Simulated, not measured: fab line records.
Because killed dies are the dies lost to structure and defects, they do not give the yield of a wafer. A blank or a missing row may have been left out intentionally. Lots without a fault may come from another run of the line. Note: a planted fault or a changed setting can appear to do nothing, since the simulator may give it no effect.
Chamber matching ; flow nand_harc ; NHARC_A_STAIRCASE_DEP_259 on pecvd-04: 3 sister chambers
The step deposits SiON, target thk 30 nm. 6 wafers are shown with their chamber, then 7 later ones without.

WAFERS PAIRED WITH THEIR CHAMBERS
wafer;chamber;heater_power_w (W);heater_power_outer_w (W)
L084.3;0;637;383
L087.5;0;658;403
L091.1;2;707;424
L091.5;1;824;522
L093.1;1;838;525
L093.3;2;682;402

WAFERS WHOSE CHAMBER IS MISSING
wafer;heater_power_w (W);heater_power_outer_w (W)
L093.5;681;413
L094.3;660;388
L094.4;860;552
L094.5;665;383
L095.1;714;439
L095.2;795;488
L095.5;714;440

EACH ONE'S CHAMBER
wafer;from the rows above;in truth
L093.5;can't be placed: 2 or 0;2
L094.3;0;0
L094.4;1;1
L094.5;can't be placed: 0 or 2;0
L095.1;2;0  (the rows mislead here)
L095.2;1;1
L095.5;2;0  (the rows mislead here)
Correctly placed: 3 of 7. From these rows, 2 cannot be placed; in 2 the true chamber is one of the candidates. Placed wrongly: 2.
How it was worked out, from the rows above alone: a wafer's distance from a chamber is the root of the sum, over the readings, of the square of ((its reading less the chamber's mean) divided by the reading's scatter). If the next closest chamber is less than 2 further off than the closest, the wafer can't be placed; otherwise it belongs to the closest. For every chamber, the mean is computed from those of its wafers that are shown. The scatter: take each reading less its chamber's mean, square it, sum over the shown wafers, divide by the number of wafers less the number of chambers, and take the root.
